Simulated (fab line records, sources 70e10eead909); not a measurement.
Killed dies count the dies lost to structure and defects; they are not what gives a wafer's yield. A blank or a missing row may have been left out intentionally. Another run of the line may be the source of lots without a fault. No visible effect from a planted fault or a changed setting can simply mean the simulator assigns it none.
A lot that was struck, set against a sound lot + flow nand_harc + 15 out of 1159 route steps
Sound: wafers L465.1, L465.4, L465.5. Struck: wafers L454.3, L454.5, L454.6. The cause is named last.
Each step with rows lists, per side, the tool, then ch with its chambers, then its first start. Under that, the readings that differ: sound wafers + struck wafers + difference of the means + sigmas: that difference in standard deviations of wafers without a fault.
alike: readings whose means differ by less than 2 such deviations, and words and numbers that are the same on both sides. not compared: withheld readings, readings that some wafer has no value for, bounds like >300 that may hide the same value, and numbers for which the record gives no deviation and whose values overlap.
Wherever a step has rows on one side only, a row that says differs or no value, or a row with sigmas, the two part there. Numbers that don't overlap but have no deviation are shown without sigmas and don't part them. A reading missing from all wafers of one side parts the sides only when that side holds two or more wafers.

first, 8 steps without rows for these wafers: NHARC_A_BLC_COAT_02 (time 75 s); NHARC_A_BLC_COAT_03 (time 65 s); NHARC_A_BLC_COAT_04 (resist thk 90 nm); NHARC_A_BLC_SOFTBAKE_05 (time 55 s); NHARC_A_BLC_EBR_06; NHARC_A_BLC_EXPOSE_07 (exposes mask A BLC, target cd 100 nm); NHARC_A_BLC_PEB_08 (peb time 65 s); NHARC_A_BLC_DEVELOP_09 (develop time 35 s).
NHARC_A_BLC_CD_MEAS_10: target cd 100 nm.
  sound on cd_sem-02 ch 0, day 22 06:49; struck on cd_sem-01 ch 0, day 19 13:28
  alike: cd_nm
NHARC_A_BLC_OVL_MEAS_11:
  sound on overlay-01, day 22 06:55; struck on overlay-01, day 19 13:33
  alike: overlay_x_nm, overlay_y_nm
NHARC_A_BLC_INSPECT_12:
  sound on defect_inspect-01, day 22 06:57; struck on defect_inspect-01, day 19 13:35
  alike: raw_defect_count
NHARC_A_BLC_DESCUM_15: chemistry O2, time 3 s.
  sound on rie_diel-13 ch 0,2,3, day 22 07:01; struck on rie_diel-09 ch 0,2,3, day 19 13:41
  alike: drypump_motor_current_A, oes_product_au, rf_vpp_V, showerhead_plenum_p_Torr, throttle_valve_pct
  not compared: rf_hours_counter_h
NHARC_A_BLC_ETCH_16: etches the open film in CF4, target depth 39 nm, time 65 s.
  sound on rie_diel-13 ch 0,3, day 22 07:07; struck on rie_diel-09 ch 0,1, day 19 13:44
  no value came back on the struck wafers for any of 7 readings (bias_w (W), cf4_flow_sccm (sccm) and others); on the sound wafers bias_w (W) reads 100.06 99.79 99.72
  not compared: rf_hours_counter_h
NHARC_A_BLC_ETCH_17: etches the open film in N2/H2, target depth 390 nm, time 609.38 s.
  sound on rie_diel-13 ch 0,1,2; struck on rie_diel-09 ch 2,3, day 19 13:50
  alike: bias_w, chamber_pressure_mTorr, drypump_motor_current_A, n2_flow_sccm, oes_product_au, rf_vpp_V, showerhead_plenum_p_Torr, throttle_valve_pct
  not compared: rf_hours_counter_h
-- the record jumps here: 2 days lie between the struck wafers' starts before and after (it left off in module A_BLC and takes up again in module END, whose first step shown is number 1159 of the route) --
NHARC_END_SORT_01:
  sound on prober-02 ch 0, day 24 16:44; struck on prober-01 ch 0, day 21 16:16
| reading         | sound    | struck      | difference | sigmas |
|-----------------|----------|-------------|------------|--------|
| killed_at_array | 14 15 16 | 674 673 674 | +659       | +60    |
| killed_dies     | 15 16 17 | 677 677 677 | +661       | +60    |
  alike: killed_at_other, killed_at_periphery, killed_open, killed_short

== WHERE THEY PART ==
Last at NHARC_END_SORT_01 as far as this record goes, first at NHARC_A_BLC_ETCH_16.

WHY: whatever the simulator had introduced
Skipped step whole: rie_diel-09, from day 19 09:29 on, at NHARC_A_BLC_ETCH_16. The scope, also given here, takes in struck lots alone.
